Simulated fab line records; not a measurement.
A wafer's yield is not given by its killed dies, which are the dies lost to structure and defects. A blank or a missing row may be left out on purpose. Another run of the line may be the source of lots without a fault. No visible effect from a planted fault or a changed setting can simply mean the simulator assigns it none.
Matching of chambers ; flow n5Finfet ; N5_MOL_CONTACT_COAG_ETCH_59 on rieDiel-03: 3 sister chambers
The step etches underlayer in N2/H2, target depth 13 nm, time 10.4 s. 6 wafers are shown with their chamber, then 8 later ones without.

## WAFERS, EACH WITH ITS CHAMBER
wafer;chamber;showerheadPlenumPTorr (Torr);throttleValvePct (%)
L076.3;3;2.59;17.64
L085.3;0;2.62;18.22
L085.6;0;2.62;18.22
L088.2;1;2.38;17.88
L088.3;3;2.58;17.68
L088.5;1;2.38;17.88

## WAFERS WITH NO CHAMBER GIVEN
wafer;showerheadPlenumPTorr (Torr);throttleValvePct (%)
L091.2;2.57;17.68
L091.4;2.61;18.22
L091.6;2.38;17.91
L092.2;2.37;17.90
L092.5;2.37;17.92
L092.6;2.61;18.23
L096.1;2.61;18.26
L096.2;2.57;17.75

## WHICH CHAMBER EACH WENT THROUGH
wafer;from the rows above;in truth
L091.2;3;3
L091.4;0;0
L091.6;1;1
L092.2;1;1
L092.5;1;1
L092.6;0;0
L096.1;0;0
L096.2;3;3
8 of 8 placed correctly. Not placeable from these rows: 0. 0 placed wrongly.
How it was worked out, from the rows above alone: a wafer's distance from a chamber is the root of the sum, over the readings, of the square of ((its reading less the chamber's mean) divided by the reading's scatter). The wafer belongs to the nearest chamber; if the next one is less than 2 further off, it can't be placed. For every chamber, the mean is computed from those of its wafers that are shown. How the scatter is found: for the shown wafers, subtract from each reading the mean of its chamber, square and add these, divide the total by (wafers less chambers), then take the root.
